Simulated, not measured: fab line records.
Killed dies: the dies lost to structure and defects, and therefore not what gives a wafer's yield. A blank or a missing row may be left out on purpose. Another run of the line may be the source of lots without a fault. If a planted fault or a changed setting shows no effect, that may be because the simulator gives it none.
What tool caused it? | flow n5-finfet | 72 wafers from 24 lots sampled at 6 of the route's 1938 steps

## WHAT EACH GAUGE READ, for each wafer
The record holds no reading of a measuring or inspecting step that can be judged against a usual standard deviation.

## TOOL THAT RAN EACH LOT (tool first, then ch and the chambers of the sampled wafers, then the start)
lot  | N5_BEOL_M3_ETCH_41                            | N5_BEOL_M3_DEGAS_44          | N5_BEOL_M3_SURFACE_TREAT_85  | N5_BEOL_M3_SPUTTER_48        | N5_BEOL_M3_CO_CAP_55             | N5_BEOL_M4_ILD_DEP_00
L074 | rie-diel-01 ch 0,3, day 7 07:14 or earlier    | pvd-sputter-01, day 7 07:14  | pvd-sputter-02, day 7 07:47  | pvd-sputter-02, day 7 08:00  | cvd-co-01 ch 0,1,2, day 7 10:37  | pecvd-01 ch 0,1, day 7 10:52
L075 | rie-diel-04 ch 1,2,3, day 7 10:50 or earlier  | pvd-sputter-03, day 7 10:50  | pvd-sputter-02, day 7 11:14  | pvd-sputter-01, day 7 11:29  | cvd-co-01 ch 0,1,2, day 7 14:08  | pecvd-01 ch 1,2, day 7 14:23
L076 | rie-diel-01 ch 1,2,3, day 7 14:26 or earlier  | pvd-sputter-03, day 7 14:26  | pvd-sputter-02, day 7 14:52  | pvd-sputter-01, day 7 15:24  | cvd-co-01 ch 1,2, day 7 18:08    | pecvd-04 ch 1,2, day 7 18:23
L077 | rie-diel-04 ch 1,2, day 7 18:04 or earlier    | pvd-sputter-01, day 7 18:04  | pvd-sputter-01, day 7 18:42  | pvd-sputter-01, day 7 18:56  | cvd-co-01 ch 0,2, day 7 21:34    | pecvd-02 ch 0,1, day 7 21:49
L078 | rie-diel-01 ch 1,2,3, day 8 03:26 or earlier  | pvd-sputter-02, day 8 03:26  | pvd-sputter-01, day 8 03:49  | pvd-sputter-03, day 8 04:38  | cvd-co-01 ch 1,2, day 8 07:16    | pecvd-04 ch 1,2, day 8 07:31
L079 | rie-diel-01 ch 1,2,3, day 8 09:58 or earlier  | pvd-sputter-01, day 8 09:58  | pvd-sputter-01, day 8 10:20  | pvd-sputter-03, day 8 10:38  | cvd-co-02 ch 0,1,2, day 8 13:16  | pecvd-01 ch 1,2, day 8 13:31
L080 | rie-diel-01 ch 0,1,2, day 8 19:46 or earlier  | pvd-sputter-03, day 8 19:46  | pvd-sputter-02, day 8 20:09  | pvd-sputter-02, day 8 20:31  | cvd-co-02 ch 0,2, day 8 23:12    | pecvd-02 ch 0,1, day 8 23:28
L081 | rie-diel-01 ch 1,2,3, day 8 21:51 or earlier  | pvd-sputter-03, day 8 21:51  | pvd-sputter-01, day 8 22:12  | pvd-sputter-01, day 8 22:26  | cvd-co-01 ch 0,1,2, day 9 01:05  | pecvd-04 ch 1,2, day 9 01:20
L083 | rie-diel-04 ch 2,3, day 9 06:19 or earlier    | pvd-sputter-03, day 9 06:19  | pvd-sputter-02, day 9 06:40  | pvd-sputter-02, day 9 06:58  | cvd-co-01 ch 0,1,2, day 9 09:35  | pecvd-01 ch 0,1, day 9 09:52
L082 | rie-diel-04 ch 1,2,3, day 9 06:53 or earlier  | pvd-sputter-02, day 9 06:53  | pvd-sputter-01, day 9 07:16  | pvd-sputter-02, day 9 08:49  | cvd-co-01 ch 1,2, day 9 11:26    | pecvd-01 ch 1,2, day 9 11:41
L084 | rie-diel-01 ch 0,1, day 9 13:45 or earlier    | pvd-sputter-01, day 9 13:45  | pvd-sputter-01, day 9 14:05  | pvd-sputter-01, day 9 14:20  | cvd-co-01 ch 0,2, day 9 16:58    | pecvd-04 ch 0,1,2, day 9 17:13
L085 | rie-diel-01 ch 0,2,3, day 9 21:16 or earlier  | pvd-sputter-03, day 9 21:16  | pvd-sputter-02, day 9 21:36  | pvd-sputter-01, day 9 21:52  | cvd-co-01 ch 0,2, day 10 00:32   | pecvd-04 ch 0,2, day 10 00:47
L086 | rie-diel-01 ch 0,2,3, day 10 08:52 or earlier | pvd-sputter-02, day 10 08:52 | pvd-sputter-03, day 10 09:22 | pvd-sputter-03, day 10 09:37 | cvd-co-01 ch 0,1,2, day 10 12:32 | pecvd-04 ch 0,1,2, day 10 12:47
L088 | rie-diel-03 ch 1,2,3, day 10 15:20 or earlier | pvd-sputter-02, day 10 15:20 | pvd-sputter-01, day 10 15:49 | pvd-sputter-03, day 10 16:10 | cvd-co-01 ch 0,1, day 10 18:47   | pecvd-04 ch 0,1, day 10 19:02
L087 | rie-diel-04 ch 0,1,2, day 10 15:32 or earlier | pvd-sputter-02, day 10 15:32 | pvd-sputter-03, day 10 15:53 | pvd-sputter-02, day 10 17:32 | cvd-co-02 ch 0,1, day 10 20:10   | pecvd-01 ch 1,2, day 10 20:26
L089 | rie-diel-04 ch 1,3, day 11 01:31 or earlier   | pvd-sputter-02, day 11 01:31 | pvd-sputter-02, day 11 01:55 | pvd-sputter-03, day 11 02:11 | cvd-co-02 ch 1,2, day 11 05:29   | pecvd-02 ch 1,2, day 11 05:44
L091 | rie-diel-01 ch 0,1,2, day 11 07:02 or earlier | pvd-sputter-01, day 11 07:02 | pvd-sputter-01, day 11 07:29 | pvd-sputter-01, day 11 07:58 | cvd-co-02 ch 0,2, day 11 10:40   | pecvd-04 ch 0,1,2, day 11 10:54
L090 | rie-diel-04 ch 1,3, day 11 12:06 or earlier   | pvd-sputter-01, day 11 12:06 | pvd-sputter-01, day 11 12:46 | pvd-sputter-03, day 11 13:20 | cvd-co-01 ch 0,1, day 11 15:58   | pecvd-01 ch 0,1,2, day 11 16:13
L093 | rie-diel-03 ch 0,2,3, day 11 22:42 or earlier | pvd-sputter-03, day 11 22:42 | pvd-sputter-03, day 11 23:02 | pvd-sputter-02, day 11 23:20 | cvd-co-01 ch 1,2, day 12 01:59   | pecvd-04 ch 0,1,2, day 12 02:17
L092 | rie-diel-01 ch 2,3, day 12 03:36 or earlier   | pvd-sputter-02, day 12 03:36 | pvd-sputter-01, day 12 04:01 | pvd-sputter-01, day 12 04:14 | cvd-co-02 ch 0,1,2, day 12 06:52 | pecvd-01 ch 0,2, day 12 07:07
L094 | rie-diel-04 ch 0,1,2, day 12 04:02 or earlier | pvd-sputter-02, day 12 04:02 | pvd-sputter-02, day 12 04:26 | pvd-sputter-01, day 12 06:04 | cvd-co-01 ch 0,1,2, day 12 08:45 | pecvd-02 ch 0,2, day 12 08:59
L096 | rie-diel-01 ch 0,2, day 12 16:33 or earlier   | pvd-sputter-01, day 12 16:33 | pvd-sputter-01, day 12 16:55 | pvd-sputter-01, day 12 17:08 | cvd-co-01 ch 0,1, day 12 19:46   | pecvd-01 ch 1,2, day 12 20:00
L095 | rie-diel-03 ch 0,3, day 12 16:50 or earlier   | pvd-sputter-01, day 12 16:50 | pvd-sputter-02, day 12 17:11 | pvd-sputter-02, day 12 17:29 | cvd-co-02 ch 0,1,2, day 12 20:09 | pecvd-01 ch 0,1,2, day 12 20:23
L097 | rie-diel-01 ch 1,2,3, day 12 20:58 or earlier | pvd-sputter-01, day 12 20:58 | pvd-sputter-01, day 12 21:32 | pvd-sputter-02, day 12 22:10 | cvd-co-01 ch 0,2, day 13 00:50   | pecvd-02 ch 0,1,2, day 13 01:07
- N5_BEOL_M3_ETCH_41: etches SiCN in CH3F/O2, target depth 29.9 nm, time 52.5 s.
- N5_BEOL_M3_DEGAS_44: time 60 s.
- N5_BEOL_M3_SURFACE_TREAT_85
- N5_BEOL_M3_SPUTTER_48: material Cu, target thk 4.5 nm, time 8.29 s.
- N5_BEOL_M3_CO_CAP_55: material Co, precursor CCTBA/H2, target thk 2 nm, time 102.1 s.
- N5_BEOL_M4_ILD_DEP_00: deposits SiOC from DEMS/O2, target thk 79 nm, time 15.3 s.

## WHAT THE TOOLS THEMSELVES READ (means of the sampled wafers that have a number; where no wafer has one, the mark that the record gives instead)
N5_BEOL_M3_ETCH_41. Usual: O2_flow_sccm 20.00 sccm, standard deviation 0.063; bias-w 75.02 W, standard deviation 0.23; drypump-motor-current-A 5.65 A, standard deviation 0.29; oes-product-au 0.75 a.u., standard deviation 0.044; rf-vpp-V 296.1 V, standard deviation 2; showerhead-plenum-p-Torr 1.94 Torr, standard deviation 0.084; throttle-valve-pct 16.24 %, standard deviation 0.23.
lot  | tool        | O2_flow_sccm (sccm) | bias-w (W) | drypump-motor-current-A (A) | oes-product-au (a.u.) | rf-vpp-V (V) | showerhead-plenum-p-Torr (Torr) | throttle-valve-pct (%) | flag
L074 | rie-diel-01 | 20.04               | 74.91      | 5.63                        | 0.81                  | 296.7        | 1.97                            | 16.13                  |
L075 | rie-diel-04 | 20.01               | 75.00      | 5.64                        | 0.75                  | 295.0        | 1.89                            | 16.29                  |
L076 | rie-diel-01 | 20.00               | 74.97      | 5.76                        | 0.76                  | 296.3        | 1.98                            | 16.18                  |
L077 | rie-diel-04 | 20.03               | 74.80      | 5.35                        | 0.73                  | 294.5        | 1.88                            | 16.48                  |
L078 | rie-diel-01 | 19.97               | 75.01      | 5.74                        | 0.76                  | 296.4        | 1.98                            | 16.19                  |
L079 | rie-diel-01 | 20.00               | 74.90      | 5.74                        | 0.76                  | 297.0        | 1.98                            | 16.20                  |
L080 | rie-diel-01 | 20.00               | 74.93      | 5.80                        | 0.79                  | 297.6        | 2.04                            | 16.02                  |
L081 | rie-diel-01 | 20.02               | 74.95      | 5.73                        | 0.76                  | 297.0        | 1.98                            | 16.20                  |
L083 | rie-diel-04 | 19.99               | 75.31      | 5.96                        | 0.76                  | 294.9        | 1.90                            | 16.12                  |
L082 | rie-diel-04 | 20.04               | 74.99      | 5.66                        | 0.74                  | 295.3        | 1.89                            | 16.31                  |
L084 | rie-diel-01 | 19.97               | 74.91      | 5.79                        | 0.78                  | 298.3        | 2.05                            | 16.03                  |
L085 | rie-diel-01 | 20.03               | 75.00      | 5.63                        | 0.78                  | 296.2        | 1.96                            | 16.17                  |
L086 | rie-diel-01 | 20.04               | 74.95      | 5.66                        | 0.78                  | 296.0        | 1.96                            | 16.17                  |
L088 | rie-diel-03 | 19.94               | 75.11      | 5.61                        | 0.78                  | 295.3        | 1.90                            | 16.23                  |
L087 | rie-diel-04 | 19.97               | 74.98      | 5.36                        | 0.71                  | 295.2        | 1.90                            | 16.41                  |
L089 | rie-diel-04 | 19.92               | 75.05      | 5.70                        | 0.74                  | 295.3        | 1.91                            | 16.27                  |
L091 | rie-diel-01 | 20.04               | 75.15      | 5.79                        | 0.76                  | 297.8        | 2.03                            | 16.06                  |
L090 | rie-diel-04 | 19.93               | 75.21      | 5.42                        | 0.72                  | 295.2        | 1.90                            | 16.47                  |
L093 | rie-diel-03 | 20.00               | 75.02      | 5.38                        | 0.73                  | 294.3        | 1.86                            | 16.36                  |
L092 | rie-diel-01 | 20.03               | 74.99      | 5.59                        | 0.75                  | 295.1        | 1.89                            | 16.38                  |
L094 | rie-diel-04 | 20.08               | 75.16      | 5.36                        | 0.79                  | 295.5        | 1.90                            | 16.27                  |
L096 | rie-diel-01 | 20.01               | 75.18      | 5.72                        | 0.76                  | 297.3        | 2.01                            | 16.03                  |
L095 | rie-diel-03 | 19.90               | 75.15      | 5.38                        | 0.72                  | 294.8        | 1.86                            | 16.44                  |
L097 | rie-diel-01 | 20.00               | 74.84      | 5.75                        | 0.72                  | 297.1        | 1.97                            | 16.25                  |

N5_BEOL_M3_DEGAS_44. Usual: heater-power-w 353 W, standard deviation 45.
lot  | tool           | heater-power-w (W) | flag
L074 | pvd-sputter-01 | 347                |
L075 | pvd-sputter-03 | 377                |
L076 | pvd-sputter-03 | 331                |
L077 | pvd-sputter-01 | 356                |
L078 | pvd-sputter-02 | 334                |
L079 | pvd-sputter-01 | 345                |
L080 | pvd-sputter-03 | 359                |
L081 | pvd-sputter-03 | 356                |
L083 | pvd-sputter-03 | 358                |
L082 | pvd-sputter-02 | 321                |
L084 | pvd-sputter-01 | 353                |
L085 | pvd-sputter-03 | 381                |
L086 | pvd-sputter-02 | 304                |
L088 | pvd-sputter-02 | 334                |
L087 | pvd-sputter-02 | 338                |
L089 | pvd-sputter-02 | 318                |
L091 | pvd-sputter-01 | 349                |
L090 | pvd-sputter-01 | 345                |
L093 | pvd-sputter-03 | 371                |
L092 | pvd-sputter-02 | 318                |
L094 | pvd-sputter-02 | 321                |
L096 | pvd-sputter-01 | 354                |
L095 | pvd-sputter-01 | 356                |
L097 | pvd-sputter-01 | 351                |

N5_BEOL_M3_SPUTTER_48. Usual: throttle-valve-pct 30.0 %, standard deviation 0.61.
lot  | tool           | throttle-valve-pct (%) | flag
L074 | pvd-sputter-02 | 29.7                   |
L075 | pvd-sputter-01 | 30.4                   |
L076 | pvd-sputter-01 | 30.1                   |
L077 | pvd-sputter-01 | 30.2                   |
L078 | pvd-sputter-03 | 29.8                   |
L079 | pvd-sputter-03 | 29.6                   |
L080 | pvd-sputter-02 | 30.1                   |
L081 | pvd-sputter-01 | 30.4                   |
L083 | pvd-sputter-02 | 29.2                   |
L082 | pvd-sputter-02 | 29.7                   |
L084 | pvd-sputter-01 | 30.2                   |
L085 | pvd-sputter-01 | 30.2                   |
L086 | pvd-sputter-03 | 29.8                   |
L088 | pvd-sputter-03 | 30.0                   |
L087 | pvd-sputter-02 | 30.2                   |
L089 | pvd-sputter-03 | 29.6                   |
L091 | pvd-sputter-01 | 30.4                   |
L090 | pvd-sputter-03 | 29.5                   |
L093 | pvd-sputter-02 | 30.2                   |
L092 | pvd-sputter-01 | 30.4                   |
L094 | pvd-sputter-01 | 30.5                   |
L096 | pvd-sputter-01 | 30.5                   |
L095 | pvd-sputter-02 | 29.2                   |
L097 | pvd-sputter-02 | 30.0                   |

N5_BEOL_M3_CO_CAP_55. Usual: heater-power-w 225 W, standard deviation 17.
lot  | tool      | heater-power-w (W) | flag
L074 | cvd-co-01 | 215                |
L075 | cvd-co-01 | 214                |
L076 | cvd-co-01 | 207                |
L077 | cvd-co-01 | 226                |
L078 | cvd-co-01 | 209                |
L079 | cvd-co-02 | 246                |
L080 | cvd-co-02 | 240                |
L081 | cvd-co-01 | 216                |
L083 | cvd-co-01 | 216                |
L082 | cvd-co-01 | 210                |
L084 | cvd-co-01 | 226                |
L085 | cvd-co-01 | 217                |
L086 | cvd-co-01 | 218                |
L088 | cvd-co-01 | 226                |
L087 | cvd-co-02 | 251                |
L089 | cvd-co-02 | 259                |
L091 | cvd-co-02 | 235                |
L090 | cvd-co-01 | 213                |
L093 | cvd-co-01 | 210                |
L092 | cvd-co-02 | 246                |
L094 | cvd-co-01 | 218                |
L096 | cvd-co-01 | 217                |
L095 | cvd-co-02 | 249                |
L097 | cvd-co-01 | 217                |

N5_BEOL_M4_ILD_DEP_00. Usual: heater-power-w 498 W, standard deviation 78; showerhead-plenum-p-Torr 5.692 Torr, standard deviation 0.014; throttle-valve-pct 11.7 %, standard deviation 0.57.
lot  | tool     | heater-power-w (W) | showerhead-plenum-p-Torr (Torr) | throttle-valve-pct (%) | flag
L074 | pecvd-01 | 611                | 5.698                           | 12.2                   |
L075 | pecvd-01 | 474                | 5.703                           | 11.5                   |
L076 | pecvd-04 | 504                | 5.687                           | 11.7                   |
L077 | pecvd-02 | 442                | 5.707                           | 11.9                   |
L078 | pecvd-04 | 490                | 5.686                           | 11.7                   |
L079 | pecvd-01 | 452                | 5.686                           | 11.7                   |
L080 | pecvd-02 | 438                | 5.716                           | 12.0                   |
L081 | pecvd-04 | 554                | 5.685                           | 12.2                   |
L083 | pecvd-01 | 559                | 5.684                           | 12.0                   |
L082 | pecvd-01 | 494                | 5.695                           | 11.6                   |
L084 | pecvd-04 | 450                | 5.686                           | 11.7                   |
L085 | pecvd-04 | 396                | 5.699                           | 11.3                   |
L086 | pecvd-04 | 489                | 5.689                           | 11.7                   |
L088 | pecvd-04 | 501                | 5.683                           | 12.0                   |
L087 | pecvd-01 | 502                | 5.697                           | 12.0                   |
L089 | pecvd-02 | 521                | 5.691                           | 11.0                   |
L091 | pecvd-04 | 430                | 5.688                           | 11.6                   |
L090 | pecvd-01 | 513                | 5.683                           | 11.8                   |
L093 | pecvd-04 | 479                | 5.695                           | 11.7                   |
L092 | pecvd-01 | 531                | 5.689                           | 11.5                   |
L094 | pecvd-02 | 509                | 5.685                           | 11.2                   |
L096 | pecvd-01 | 479                | 5.690                           | 11.5                   |
L095 | pecvd-01 | 548                | 5.703                           | 11.8                   |
L097 | pecvd-02 | 475                | 5.700                           | 11.6                   |

## THE ANSWER, worked out from the rows above alone
Rule: a lot is off if the mean of its wafers that have a number lies more than 3 standard deviations from the usual mean. Also off: a lot with no number at a reading for which 4 or more lots have one. Any other lot the step has rows for is counted as sound. After the gauges, taken in route order, come the tools' own readings; for these a lot's mean is taken, as printed above. At the first step where some lot is off, the reading lying furthest off is the one used; lots without a number count as furthest.
Nothing can be told from this: no lot is off at any reading shown.

## WHAT WAS PUT IN BY THE SIMULATOR
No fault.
